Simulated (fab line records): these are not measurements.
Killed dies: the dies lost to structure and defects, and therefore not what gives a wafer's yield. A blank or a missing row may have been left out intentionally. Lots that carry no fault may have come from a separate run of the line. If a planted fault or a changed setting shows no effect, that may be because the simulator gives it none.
Lot-split experiment | flow n5_finfet | 7 lots, 21 wafers read, on a route of 1938 steps

## ON THE SPLIT
At N5_BEOL_M2_TRENCH_ETCH_37 (etches SiOC in C4F6/O2, target depth 55.555 nm, time 29.2 s), the setting source_w was moved away from the recipe's 355 W on 7 of the 21 wafers read, by -17.0% to +4.6%. The other wafers ran this setting at the recipe's value.

## FROM THE SPLIT TO THE READING: what the file shows between them, 2 steps
- N5_BEOL_M2_ETCH_41: etches SiCN in CH3F/O2, target depth 29.9 nm, time 52.5 s
- N5_BEOL_M2_STRIP_97: strips in N2/H2, time 10 s

## THE READING
trench_depth_nm, in nm, at N5_BEOL_M2_OCD_MEAS_38. On this fab line, fault-free wafers typically give 55.2 nm with a standard deviation of 0.78 nm.

wafer  | tool, chamber at the split | source_w as run, W | against the recipe | trench_depth_nm, nm | against lot-mates on the recipe
L074.1 | rie_diel-03, 1             | 304.3              | -14.3%             | 52.9                | -2.3
L074.3 | rie_diel-03, 0             | 355                | recipe             | 55.2                | -
L074.4 | rie_diel-03, 2             | 304.3              | -14.3%             | 52.0                | -3.2
L076.1 | rie_diel-03, 2             | 355                | recipe             | 56.0                | -
L076.2 | rie_diel-03, 0             | 355                | recipe             | 55.3                | -
L076.5 | rie_diel-03, 2             | 355                | recipe             | 55.5                | -
L077.1 | rie_diel-05, 3             | 316.1              | -11.0%             | 52.7                | -2.5
L077.4 | rie_diel-05, 0             | 355                | recipe             | 55.2                | -
L077.5 | rie_diel-05, 2             | 316.1              | -11.0%             | 51.8                | -3.4
L079.2 | rie_diel-03, 2             | 355                | recipe             | 55.6                | -
L079.3 | rie_diel-03, 1             | 355                | recipe             | 55.7                | -
L079.6 | rie_diel-03, 3             | 355                | recipe             | 55.2                | -
L084.1 | rie_diel-05, 2             | 371.5              | +4.6%              | 55.3                | -1.2
L084.3 | rie_diel-05, 3             | 371.5              | +4.6%              | 56.1                | -0.4
L084.4 | rie_diel-05, 1             | 355                | recipe             | 56.5                | -
L090.1 | rie_diel-03, 0             | 355                | recipe             | 54.4                | -
L090.2 | rie_diel-03, 2             | 355                | recipe             | 54.8                | -
L090.6 | rie_diel-03, 1             | 355                | recipe             | 55.8                | -
L091.1 | rie_diel-05, 3             | 355                | recipe             | 55.6                | -
L091.3 | rie_diel-05, 0             | 294.7              | -17.0%             | 51.8                | -4.4
L091.6 | rie_diel-05, 1             | 355                | recipe             | 56.7                | -

FIT RESULTS
A straight line over all 21 wafers: trench_depth_nm changes by +0.22 nm for each +1% of source_w; r = +0.91; the points scatter about the line by 0.67 nm.
The same after taking each lot's own level away (the mean of its wafers on the recipe; 21 wafers): +0.197 nm for each +1%; r = +0.88; scatter 0.71 nm.
The reading moves by 3.4 nm for the largest change in source_w, on that fit.
From 55.00 to 56.50 nm: that is the span of the lots' own levels, equal to 1.9 times the standard deviation above.
So the slope is not independent of the lot-to-lot level: the two fits are not the same.
Check: -3.33 nm against its lot-mates is what the line predicts for one of the wafers moved furthest among these (-17.0%) when that wafer is left out of the fit. It came out at -4.35 nm against them.
Tool readings at the split's step, against how far the setting was moved: rf_vpp_V r = -0.97.

## OTHER SPLITS APPLIED TO THESE WAFERS
Note: prior to the reading, these wafers also went through further splits. Each is held against what the fit with the lots' levels taken away leaves over:
other split on the same wafers | wafers away from the commonest value | r with trench_depth_nm (lot level and that fit taken away)
N5_BEOL_M1_COAT_61 spin_rpm    | 6                                    | +0.41
N5_BEOL_M2_DESCUM_33 time_s    | 8                                    | +0.08

## THE WHOLE CHAIN: every reading that the file lists as answering this split, in the file's order
step                      | what it does                                                | reading                                                                   | change (the file's fit)               | r (the file's)
N5_BEOL_M2_TRENCH_ETCH_37 | etches SiOC in C4F6/O2, target depth 55.555 nm, time 29.2 s | rf_vpp_V                                                                  | -3.8 V for each +1% of the setting    | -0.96
N5_BEOL_M2_TRENCH_ETCH_37 | etches SiOC in C4F6/O2, target depth 55.555 nm, time 29.2 s | BEOL_M2.feature_depth_nm (the simulator's own value, which no gauge read) | +0.237 nm for each +1% of the setting | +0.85
N5_BEOL_M2_OCD_MEAS_38    |                                                             | trench_depth_nm                                                           | +0.222 nm for each +1% of the setting | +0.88

## THE FILE'S OWN FIT
trench_depth_nm changes by +0.222 nm for each +1% of source_w, r = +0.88.
